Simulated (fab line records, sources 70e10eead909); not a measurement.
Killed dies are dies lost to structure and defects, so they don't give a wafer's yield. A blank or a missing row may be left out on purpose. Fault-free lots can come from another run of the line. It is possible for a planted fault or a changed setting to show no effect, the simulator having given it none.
Chamber matching	flow nand harc	NHARC_A_CHANNEL_FILL_D1_ALD_16 on ald hk-02 has 4 sister chambers
The step deposits SiO2, target thk 1.5 nm, pulse time 10 s, ald cycles 15. 8 wafers are shown with their chamber, then 11 later ones without.

## WAFERS PAIRED WITH THEIR CHAMBERS
wafer	chamber	heater power w (W)	precursor pulse height rel
L078.1	3	429	0.994
L078.4	0	532	1.005
L085.5	1	425	0.966
L085.6	2	497	1.016
L087.2	3	427	0.984
L087.3	1	434	1.010
L087.4	0	510	0.983
L094.1	2	497	1.041

## WAFERS WHOSE CHAMBER IS MISSING
wafer	heater power w (W)	precursor pulse height rel
L094.3	454	0.962
L094.5	497	1.000
L095.1	452	1.036
L095.4	426	0.993
L095.6	427	0.969
L096.1	441	1.026
L096.5	481	0.987
L096.6	430	0.970
L097.2	495	1.026
L097.4	446	1.005
L097.5	450	1.008

## THE CHAMBER EACH PASSED THROUGH
wafer	from the rows above	in truth
L094.3	can't be placed: 1 or 3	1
L094.5	can't be placed: 2 or 0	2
L095.1	can't be placed: 1 or 3 or 2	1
L095.4	can't be placed: 3 or 1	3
L095.6	can't be placed: 1 or 3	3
L096.1	can't be placed: 1 or 3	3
L096.5	can't be placed: 2 or 0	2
L096.6	can't be placed: 1 or 3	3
L097.2	2	2
L097.4	can't be placed: 1 or 3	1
L097.5	can't be placed: 1 or 3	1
Correctly placed: 1 of 11. Cannot be placed on the basis of these rows: 10; the candidates contain the true chamber in 10. Placed wrongly: 0.
How it was worked out, from the rows above alone: a wafer's distance from a chamber is the root of the sum, over the readings, of the square of ((its reading less the chamber's mean) divided by the reading's scatter). If the next closest chamber is less than 2 further off than the closest, the wafer can't be placed; otherwise it belongs to the closest. Each chamber's mean is taken over the wafers shown for it. The scatter: take each reading less its chamber's mean, square it, sum over the shown wafers, divide by the number of wafers less the number of chambers, and take the root.
